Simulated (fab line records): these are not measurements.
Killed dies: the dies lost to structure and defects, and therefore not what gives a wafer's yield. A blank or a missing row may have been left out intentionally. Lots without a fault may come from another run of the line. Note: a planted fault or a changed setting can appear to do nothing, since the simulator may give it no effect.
Matching of chambers + flow n5Finfet + N5_GATE_CUT_STRIP_59 on rieDiel-01: 4 sister chambers
The step strips in N2/H2, time 20 s. 14 wafers are shown with their chamber, then 7 later ones without.

== WAFERS PAIRED WITH THEIR CHAMBERS ==
| wafer  | chamber | drypumpMotorCurrentA (A) | showerheadPlenumPTorr (Torr) | throttleValvePct (%) |
|--------|---------|--------------------------|------------------------------|----------------------|
| L074.1 | 2       | 6.4                      | 3.50                         | 12.22                |
| L074.4 | 1       | 5.9                      | 3.27                         | 12.50                |
| L074.5 | 1       | 5.9                      | 3.27                         | 12.53                |
| L076.2 | 1       | 5.9                      | 3.26                         | 12.55                |
| L076.3 | 2       | 6.4                      | 3.50                         | 12.20                |
| L076.5 | 3       | 5.7                      | 3.26                         | 12.27                |
| L085.4 | 2       | 6.4                      | 3.49                         | 12.24                |
| L085.5 | 2       | 6.4                      | 3.49                         | 12.26                |
| L085.6 | 1       | 5.9                      | 3.26                         | 12.59                |
| L086.2 | 3       | 5.7                      | 3.25                         | 12.34                |
| L086.4 | 1       | 5.9                      | 3.26                         | 12.58                |
| L086.5 | 2       | 6.3                      | 3.49                         | 12.24                |
| L087.2 | 0       | 5.8                      | 3.45                         | 11.93                |
| L087.3 | 1       | 5.9                      | 3.25                         | 12.59                |

SIGNATURES (averages over the wafers above)
| reading               | chamber 0 | chamber 1 | chamber 2 | chamber 3 | scatter within a chamber |
|-----------------------|-----------|-----------|-----------|-----------|--------------------------|
| drypumpMotorCurrentA  | 5.800     | 5.900     | 6.380     | 5.700     | 0.0283                   |
| showerheadPlenumPTorr | 3.4500    | 3.2617    | 3.4940    | 3.2550    | 0.00673                  |
| throttleValvePct      | 11.9300   | 12.5567   | 12.2320   | 12.3050   | 0.0336                   |
Rule: for a wafer and a chamber, the distance is found by dividing, reading by reading, the gap between the wafer's reading and the chamber's mean by the reading's scatter, squaring, summing and taking the root. If the next closest chamber is less than 2 further off than the closest, the wafer can't be placed; otherwise it belongs to the closest. The scatter is the square root of a quotient: the sum, over the shown wafers, of each reading's squared deviation from its chamber's mean, divided by wafers minus chambers.

== WAFERS WHOSE CHAMBER IS MISSING ==
| wafer  | drypumpMotorCurrentA (A) | showerheadPlenumPTorr (Torr) | throttleValvePct (%) |
|--------|--------------------------|------------------------------|----------------------|
| L087.6 | 5.7                      | 3.25                         | 12.32                |
| L088.1 | 5.7                      | 3.25                         | 12.34                |
| L088.3 | 5.9                      | 3.25                         | 12.60                |
| L088.4 | 5.8                      | 3.44                         | 11.96                |
| L092.1 | 5.9                      | 3.25                         | 12.61                |
| L092.4 | 5.7                      | 3.24                         | 12.34                |
| L092.6 | 5.7                      | 3.24                         | 12.34                |

== CHAMBER TAKEN BY EACH ==
| wafer  | from the rows above | in truth |
|--------|---------------------|----------|
| L087.6 | 3                   | 3        |
| L088.1 | 3                   | 3        |
| L088.3 | 1                   | 1        |
| L088.4 | 0                   | 0        |
| L092.1 | 1                   | 1        |
| L092.4 | 3                   | 3        |
| L092.6 | 3                   | 3        |
7 of 7 placed correctly. Number that these rows cannot place: 0. Wrongly placed: 0.
